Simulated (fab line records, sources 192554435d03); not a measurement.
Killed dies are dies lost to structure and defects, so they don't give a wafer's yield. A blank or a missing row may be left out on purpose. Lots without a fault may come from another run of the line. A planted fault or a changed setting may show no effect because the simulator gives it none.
Which tool was responsible? || flow n5-finfet || 24 lots with 72 wafers sampled at 2 steps, on a route of 1938 steps

## WHAT THE GAUGES SHOWED, per wafer
N5_BEOL_M15_OVL_MEAS_29.
{"lot": "L076", "measured": "day 11 03:49", "on": "overlay-01", "M15_OVL (nm)": "-1 -1 -1"}
{"lot": "L075", "measured": "day 11 05:14", "on": "overlay-01", "M15_OVL (nm)": "-10 -1 -6"}
{"lot": "L074", "measured": "day 11 13:44", "on": "overlay-02", "M15_OVL (nm)": "6 1 3"}
{"lot": "L077", "measured": "day 11 20:30", "on": "overlay-02", "M15_OVL (nm)": "-1 -1 1"}
{"lot": "L078", "measured": "day 12 10:52", "on": "overlay-02", "M15_OVL (nm)": "-7 -8 -9"}
{"lot": "L079", "measured": "day 12 11:02", "on": "overlay-02", "M15_OVL (nm)": "-3 -1 -5"}
{"lot": "L080", "measured": "day 13 00:32", "on": "overlay-02", "M15_OVL (nm)": "-4 -7 -15"}
{"lot": "L081", "measured": "day 13 07:04", "on": "overlay-01", "M15_OVL (nm)": "2 -5 5"}
{"lot": "L083", "measured": "day 13 21:44", "on": "overlay-01", "M15_OVL (nm)": "-2 6 -1"}
{"lot": "L084", "measured": "day 14 02:57", "on": "overlay-02", "M15_OVL (nm)": "5 -4 -6"}
{"lot": "L082", "measured": "day 14 03:29", "on": "overlay-02", "M15_OVL (nm)": "-2 -7 0"}
{"lot": "L085", "measured": "day 14 09:05", "on": "overlay-01", "M15_OVL (nm)": "2 -4 1"}
{"lot": "L086", "measured": "day 14 15:45", "on": "overlay-01", "M15_OVL (nm)": "-7 -4 -5"}
{"lot": "L087", "measured": "day 15 00:45", "on": "overlay-01", "M15_OVL (nm)": "-5 -11 -3"}
{"lot": "L088", "measured": "day 15 05:13", "on": "overlay-02", "M15_OVL (nm)": "-8 -2 0"}
{"lot": "L089", "measured": "day 15 09:46", "on": "overlay-01", "M15_OVL (nm)": "-7 0 -5"}
{"lot": "L090", "measured": "day 15 10:43", "on": "overlay-02", "M15_OVL (nm)": "3 2 0"}
{"lot": "L091", "measured": "day 15 11:23", "on": "overlay-02", "M15_OVL (nm)": "-2 0 -7"}
{"lot": "L092", "measured": "day 16 00:08", "on": "overlay-01", "M15_OVL (nm)": "2 4 2"}
{"lot": "L094", "measured": "day 16 15:44", "on": "overlay-02", "M15_OVL (nm)": "4 4 -4"}
{"lot": "L093", "measured": "day 16 16:34", "on": "overlay-02", "M15_OVL (nm)": "2 9 6"}
{"lot": "L097", "measured": "day 17 02:46", "on": "overlay-01", "M15_OVL (nm)": "7 10 0"}
{"lot": "L096", "measured": "day 17 17:35", "on": "overlay-02", "M15_OVL (nm)": "1 0 -3"}
{"lot": "L095", "measured": "day 17 17:58", "on": "overlay-02", "M15_OVL (nm)": "-1 -2 -5"}

## WHICH TOOL RAN EACH LOT (tool, then ch and the chambers of the sampled wafers, then the start)
{"lot": "L076", "N5_BEOL_M15_STRIP_63": "rie-diel-04 ch 0,1,2, day 11 03:49 or earlier"}
{"lot": "L075", "N5_BEOL_M15_STRIP_63": "rie-diel-05 ch 0,1,2, day 11 05:14 or earlier"}
{"lot": "L074", "N5_BEOL_M15_STRIP_63": "rie-diel-05 ch 0,1, day 11 13:44 or earlier"}
{"lot": "L077", "N5_BEOL_M15_STRIP_63": "rie-diel-05 ch 0,1,2, day 11 20:30 or earlier"}
{"lot": "L078", "N5_BEOL_M15_STRIP_63": "rie-diel-04 ch 1,3, day 12 10:52 or earlier"}
{"lot": "L079", "N5_BEOL_M15_STRIP_63": "rie-diel-03 ch 0,2,3, day 12 11:02 or earlier"}
{"lot": "L080", "N5_BEOL_M15_STRIP_63": "rie-diel-04 ch 1,2,3, day 13 00:32 or earlier"}
{"lot": "L081", "N5_BEOL_M15_STRIP_63": "rie-diel-03 ch 0,3, day 13 07:04 or earlier"}
{"lot": "L083", "N5_BEOL_M15_STRIP_63": "rie-diel-03 ch 0,1,2, day 13 21:44 or earlier"}
{"lot": "L084", "N5_BEOL_M15_STRIP_63": "rie-diel-04 ch 0,2, day 14 02:57 or earlier"}
{"lot": "L082", "N5_BEOL_M15_STRIP_63": "rie-diel-03 ch 0,2, day 14 03:29 or earlier"}
{"lot": "L085", "N5_BEOL_M15_STRIP_63": "rie-diel-03 ch 1,2,3, day 14 09:05 or earlier"}
{"lot": "L086", "N5_BEOL_M15_STRIP_63": "rie-diel-05 ch 1,2,3, day 14 15:45 or earlier"}
{"lot": "L087", "N5_BEOL_M15_STRIP_63": "rie-diel-04 ch 1,3, day 15 00:45 or earlier"}
{"lot": "L088", "N5_BEOL_M15_STRIP_63": "rie-diel-05 ch 2,3, day 15 05:13 or earlier"}
{"lot": "L089", "N5_BEOL_M15_STRIP_63": "rie-diel-03 ch 0,2,3, day 15 09:46 or earlier"}
{"lot": "L090", "N5_BEOL_M15_STRIP_63": "rie-diel-03 ch 2,3, day 15 10:43 or earlier"}
{"lot": "L091", "N5_BEOL_M15_STRIP_63": "rie-diel-03 ch 1,2,3, day 15 11:23 or earlier"}
{"lot": "L092", "N5_BEOL_M15_STRIP_63": "rie-diel-05 ch 0,1,2, day 16 00:08 or earlier"}
{"lot": "L094", "N5_BEOL_M15_STRIP_63": "rie-diel-05 ch 1,3, day 16 15:44 or earlier"}
{"lot": "L093", "N5_BEOL_M15_STRIP_63": "rie-diel-04 ch 0,1,2, day 16 16:34 or earlier"}
{"lot": "L097", "N5_BEOL_M15_STRIP_63": "rie-diel-04 ch 2,3, day 17 02:46 or earlier"}
{"lot": "L096", "N5_BEOL_M15_STRIP_63": "rie-diel-03 ch 1,2,3, day 17 17:35 or earlier"}
{"lot": "L095", "N5_BEOL_M15_STRIP_63": "rie-diel-04 ch 1,2, day 17 17:58 or earlier"}
- N5_BEOL_M15_STRIP_63: strips in O2.

## WHAT THE TOOLS THEMSELVES READ (means of the sampled wafers that have a number; where no wafer has one, the mark that the record gives instead)
N5_BEOL_M15_STRIP_63.
{"lot": "L076", "tool": "rie-diel-04", "drypump-motor-current-A (A)": 5.9, "oes-product-au (a.u.)": 0.82, "rf-vpp-V (V)": 3.6, "showerhead-plenum-p-Torr (Torr)": 2.13, "throttle-valve-pct (%)": 16.39}
{"lot": "L075", "tool": "rie-diel-05", "drypump-motor-current-A (A)": 6.1, "oes-product-au (a.u.)": 0.78, "rf-vpp-V (V)": 3.5, "showerhead-plenum-p-Torr (Torr)": 2.15, "throttle-valve-pct (%)": 16.71}
{"lot": "L074", "tool": "rie-diel-05", "drypump-motor-current-A (A)": 5.8, "oes-product-au (a.u.)": 0.81, "rf-vpp-V (V)": 4.0, "showerhead-plenum-p-Torr (Torr)": 2.13, "throttle-valve-pct (%)": 16.54}
{"lot": "L077", "tool": "rie-diel-05", "drypump-motor-current-A (A)": 6.1, "oes-product-au (a.u.)": 0.77, "rf-vpp-V (V)": 3.4, "showerhead-plenum-p-Torr (Torr)": 2.15, "throttle-valve-pct (%)": 16.72}
{"lot": "L078", "tool": "rie-diel-04", "drypump-motor-current-A (A)": 5.6, "oes-product-au (a.u.)": 0.86, "rf-vpp-V (V)": 3.4, "showerhead-plenum-p-Torr (Torr)": 2.02, "throttle-valve-pct (%)": 16.37}
{"lot": "L079", "tool": "rie-diel-03", "drypump-motor-current-A (A)": 5.5, "oes-product-au (a.u.)": 0.84, "rf-vpp-V (V)": 4.2, "showerhead-plenum-p-Torr (Torr)": 2.12, "throttle-valve-pct (%)": 16.60}
{"lot": "L080", "tool": "rie-diel-04", "drypump-motor-current-A (A)": 5.8, "oes-product-au (a.u.)": 0.79, "rf-vpp-V (V)": 3.9, "showerhead-plenum-p-Torr (Torr)": 2.05, "throttle-valve-pct (%)": 16.42}
{"lot": "L081", "tool": "rie-diel-03", "drypump-motor-current-A (A)": 5.4, "oes-product-au (a.u.)": 0.87, "rf-vpp-V (V)": 4.4, "showerhead-plenum-p-Torr (Torr)": 2.13, "throttle-valve-pct (%)": 16.55}
{"lot": "L083", "tool": "rie-diel-03", "drypump-motor-current-A (A)": 5.5, "oes-product-au (a.u.)": 0.77, "rf-vpp-V (V)": 3.1, "showerhead-plenum-p-Torr (Torr)": 2.13, "throttle-valve-pct (%)": 16.79}
{"lot": "L084", "tool": "rie-diel-04", "drypump-motor-current-A (A)": 6.0, "oes-product-au (a.u.)": 0.73, "rf-vpp-V (V)": 3.8, "showerhead-plenum-p-Torr (Torr)": 2.16, "throttle-valve-pct (%)": 16.46}
{"lot": "L082", "tool": "rie-diel-03", "drypump-motor-current-A (A)": 5.3, "oes-product-au (a.u.)": 0.79, "rf-vpp-V (V)": 3.2, "showerhead-plenum-p-Torr (Torr)": 2.11, "throttle-valve-pct (%)": 16.67}
{"lot": "L085", "tool": "rie-diel-03", "drypump-motor-current-A (A)": 5.7, "oes-product-au (a.u.)": 0.76, "rf-vpp-V (V)": 4.8, "showerhead-plenum-p-Torr (Torr)": 2.12, "throttle-valve-pct (%)": 16.83}
{"lot": "L086", "tool": "rie-diel-05", "drypump-motor-current-A (A)": 6.0, "oes-product-au (a.u.)": 0.78, "rf-vpp-V (V)": 3.7, "showerhead-plenum-p-Torr (Torr)": 2.16, "throttle-valve-pct (%)": 16.82}
{"lot": "L087", "tool": "rie-diel-04", "drypump-motor-current-A (A)": 5.6, "oes-product-au (a.u.)": 0.76, "rf-vpp-V (V)": 3.0, "showerhead-plenum-p-Torr (Torr)": 1.97, "throttle-valve-pct (%)": 16.57}
{"lot": "L088", "tool": "rie-diel-05", "drypump-motor-current-A (A)": 6.3, "oes-product-au (a.u.)": 0.74, "rf-vpp-V (V)": 3.8, "showerhead-plenum-p-Torr (Torr)": 2.19, "throttle-valve-pct (%)": 17.00}
{"lot": "L089", "tool": "rie-diel-03", "drypump-motor-current-A (A)": 5.4, "oes-product-au (a.u.)": 0.81, "rf-vpp-V (V)": 3.8, "showerhead-plenum-p-Torr (Torr)": 2.11, "throttle-valve-pct (%)": 16.66}
{"lot": "L090", "tool": "rie-diel-03", "drypump-motor-current-A (A)": 5.6, "oes-product-au (a.u.)": 0.77, "rf-vpp-V (V)": 3.3, "showerhead-plenum-p-Torr (Torr)": 2.10, "throttle-valve-pct (%)": 16.73}
{"lot": "L091", "tool": "rie-diel-03", "drypump-motor-current-A (A)": 5.7, "oes-product-au (a.u.)": 0.75, "rf-vpp-V (V)": 3.7, "showerhead-plenum-p-Torr (Torr)": 2.12, "throttle-valve-pct (%)": 16.86}
{"lot": "L092", "tool": "rie-diel-05", "drypump-motor-current-A (A)": 6.0, "oes-product-au (a.u.)": 0.75, "rf-vpp-V (V)": 3.0, "showerhead-plenum-p-Torr (Torr)": 2.14, "throttle-valve-pct (%)": 16.78}
{"lot": "L094", "tool": "rie-diel-05", "drypump-motor-current-A (A)": 6.0, "oes-product-au (a.u.)": 0.79, "rf-vpp-V (V)": 3.7, "showerhead-plenum-p-Torr (Torr)": 2.17, "throttle-valve-pct (%)": 16.69}
{"lot": "L093", "tool": "rie-diel-04", "drypump-motor-current-A (A)": 5.9, "oes-product-au (a.u.)": 0.76, "rf-vpp-V (V)": 3.5, "showerhead-plenum-p-Torr (Torr)": 2.12, "throttle-valve-pct (%)": 16.48}
{"lot": "L097", "tool": "rie-diel-04", "drypump-motor-current-A (A)": 5.7, "oes-product-au (a.u.)": 0.71, "rf-vpp-V (V)": 3.6, "showerhead-plenum-p-Torr (Torr)": 2.00, "throttle-valve-pct (%)": 16.63}
{"lot": "L096", "tool": "rie-diel-03", "drypump-motor-current-A (A)": 5.7, "oes-product-au (a.u.)": 0.84, "rf-vpp-V (V)": 4.4, "showerhead-plenum-p-Torr (Torr)": 2.12, "throttle-valve-pct (%)": 16.72}
{"lot": "L095", "tool": "rie-diel-04", "drypump-motor-current-A (A)": 6.0, "oes-product-au (a.u.)": 0.78, "rf-vpp-V (V)": 4.3, "showerhead-plenum-p-Torr (Torr)": 2.11, "throttle-valve-pct (%)": 16.34}

## THE ANSWER, worked out from the rows above alone
Rule: usual is defined by the lots themselves. The widest of any qualifying gaps counts: lots, ordered by their means at a reading, are off when they make up no more than a third of the lots, leave a main group of 4 or more, and stand apart from it by 3 or more times the standard deviation of that group's means. The tables above print the reading to a certain number of digits; a main group whose means all agree to those digits is not used. A lot without any number at a reading at which 4 lots or more have one is off too. The other lots that the step has rows for count as sound. After the gauges, taken in route order, come the tools' own readings; for these a lot's mean is taken, as printed above. At the first step where some lot is off, the reading lying furthest off is the one used; lots without a number count as furthest.
No lot is off on any of the readings shown, so nothing can be concluded from this.

## WHAT HAD BEEN PUT IN BY THE SIMULATOR
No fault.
